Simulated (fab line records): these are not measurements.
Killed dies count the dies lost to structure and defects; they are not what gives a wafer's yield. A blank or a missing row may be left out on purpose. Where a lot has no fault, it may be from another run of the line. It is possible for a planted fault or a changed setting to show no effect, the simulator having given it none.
The tool behind it: which one?	flow n5 finfet	at 1 step of a route of 1938, 23 lots with 69 wafers sampled

## WHAT THE GAUGES READ, wafer by wafer
N5_BEOL_M5_CD_MEAS_11: the cd target is 27.74 nm.
lot	measured	on	cd nm (nm)
L074	day 7 14:56	cd sem-01	28.05 27.40 27.78
L075	day 8 07:04	cd sem-03	28.30 28.01 27.89
L077	day 8 14:30	cd sem-02	27.83 27.67 27.83
L076	day 8 16:01	cd sem-02	28.15 28.24 27.91
L078	day 9 08:12	cd sem-03	28.14 28.12 28.20
L080	day 9 11:07	cd sem-01	28.12 28.10 28.04
L079	day 9 11:21	cd sem-02	28.11 28.07 27.73
L081	day 9 16:19	cd sem-01	28.30 28.03 28.17
L082	day 10 09:15	cd sem-03	27.89 28.00 27.97
L083	day 10 12:14	cd sem-01	27.80 27.61 27.68
L084	day 10 15:14	cd sem-01	27.91 27.92 28.05
L085	day 10 16:20	cd sem-03	27.73 28.08 27.83
L086	day 10 20:09	cd sem-03	27.76 27.95 28.12
L087	day 10 23:53	cd sem-02	27.54 27.38 27.66
L088	day 11 18:17	cd sem-01	28.49 27.93 28.75
L089	day 11 20:52	cd sem-03	27.88 27.81 27.93
L090	day 12 01:46	cd sem-03	27.86 28.22 28.20
L092	day 12 22:49	cd sem-02	28.23 27.71 27.83
L095	day 13 07:43	cd sem-01	28.20 28.13 28.09
L093	day 13 10:29	cd sem-01	28.12 28.18 27.96
L097	day 13 14:16	cd sem-02	27.75 28.18 27.64
L094	day 13 17:29	cd sem-01	27.89 27.68 27.83
L096	day 14 04:11	cd sem-03	27.92 27.54 27.94

## TOOL THAT RAN EACH LOT (tool first, then ch and the chambers of the sampled wafers, then the start)
The record shows no process step preceding these readings.

## AS READ BY THE TOOLS THEMSELVES (means over the sampled wafers that have a number; for cases with no such wafer, the mark the record gives instead)
The record holds no such reading with a usual standard deviation.

## THE ANSWER, worked out from the rows above alone
Rule: usual is defined by the lots themselves. Put in order of their means at a reading, lots are off if they are a third of the lots or fewer, leave a main group of 4 or more, and stand apart from it by a gap of 3 or more times the standard deviation of the main group's means; of several such gaps the widest counts. Not used: any main group whose means are identical at the precision the tables above print for the reading. Also off: a lot with no number at a reading for which 4 or more lots have one. The other lots that the step has rows for count as sound. After the gauges, taken in route order, come the tools' own readings; for these a lot's mean is taken, as printed above. At the first step where some lot is off, the reading lying furthest off is the one used; lots without a number count as furthest.
No lot is off on any of the readings shown, so nothing can be concluded from this.

## WHAT THE SIMULATOR HAD PUT IN
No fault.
